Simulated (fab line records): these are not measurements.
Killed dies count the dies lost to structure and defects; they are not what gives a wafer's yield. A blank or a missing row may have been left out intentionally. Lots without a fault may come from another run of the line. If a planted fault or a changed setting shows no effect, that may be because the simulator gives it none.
Chamber matching ; flow n5Finfet ; 4 sister chambers for N5_GATE_CUT_ETCH_37 on rieDiel-03
The step etches SOC in N2/H2, target depth 60 nm, overetch 12 nm, time 90 s. 22 wafers are shown with their chamber, then 11 later ones without.

WAFERS, EACH WITH ITS CHAMBER
wafer;chamber;drypumpMotorCurrentA (A);throttleValvePct (%);oesProductAu (a.u.)
L074.1;2;5.2;18.00;0.68
L074.3;0;6.6;17.80;0.64
L074.6;0;6.5;17.82;0.64
L076.4;0;6.5;17.83;0.63
L076.5;0;6.5;17.83;0.63
L076.6;1;4.7;17.92;0.85
L079.1;1;4.7;17.95;0.84
L079.4;2;5.2;18.02;0.66
L079.5;2;5.2;18.02;0.66
L080.3;0;6.6;17.85;0.62
L080.4;2;5.2;18.05;0.66
L080.5;0;6.6;17.84;0.62
L084.2;1;4.7;17.97;0.81
L084.3;0;6.6;17.86;0.62
L084.5;1;4.7;17.97;0.82
L087.1;3;6.4;17.58;0.82
L087.5;0;6.6;17.85;0.62
L087.6;3;6.3;17.58;0.82
L090.4;3;6.4;17.60;0.81
L090.5;3;6.4;17.59;0.81
L090.6;2;5.2;18.06;0.65
L091.2;3;6.4;17.60;0.79

SIGNATURES (averages over the wafers above)
reading;chamber 0;chamber 1;chamber 2;chamber 3;scatter within a chamber
drypumpMotorCurrentA;6.562;4.700;5.200;6.380;0.0386
throttleValvePct;17.8350;17.9525;18.0300;17.5900;0.0198
oesProductAu;0.6275;0.8300;0.6620;0.8100;0.0121
Rule: a wafer lies at a distance from a chamber equal to the root of the sum of squares, over the readings, of (its reading less the chamber's mean, divided by the reading's scatter). If the next closest chamber is less than 2 further off than the closest, the wafer can't be placed; otherwise it belongs to the closest. How the scatter is found: for the shown wafers, subtract from each reading the mean of its chamber, square and add these, divide the total by (wafers less chambers), then take the root.

WAFERS WHOSE CHAMBER IS MISSING
wafer;drypumpMotorCurrentA (A);throttleValvePct (%);oesProductAu (a.u.)
L091.4;5.2;18.08;0.64
L091.6;6.4;17.61;0.80
L093.2;5.2;18.08;0.64
L093.4;4.7;18.00;0.79
L093.5;6.5;17.87;0.61
L096.2;6.4;17.63;0.79
L096.4;4.7;17.99;0.78
L096.5;6.4;17.61;0.79
L097.3;4.7;18.01;0.77
L097.4;4.7;18.02;0.77
L097.5;6.4;17.61;0.78

WHICH CHAMBER EACH ONE RAN IN
wafer;from the rows above;in truth
L091.4;2;2
L091.6;3;3
L093.2;2;2
L093.4;1;1
L093.5;0;0
L096.2;3;3
L096.4;1;1
L096.5;3;3
L097.3;1;1
L097.4;1;1
L097.5;3;3
Correct placement for 11 of the 11. Left unplaced by these rows: 0. Number placed wrongly: 0.
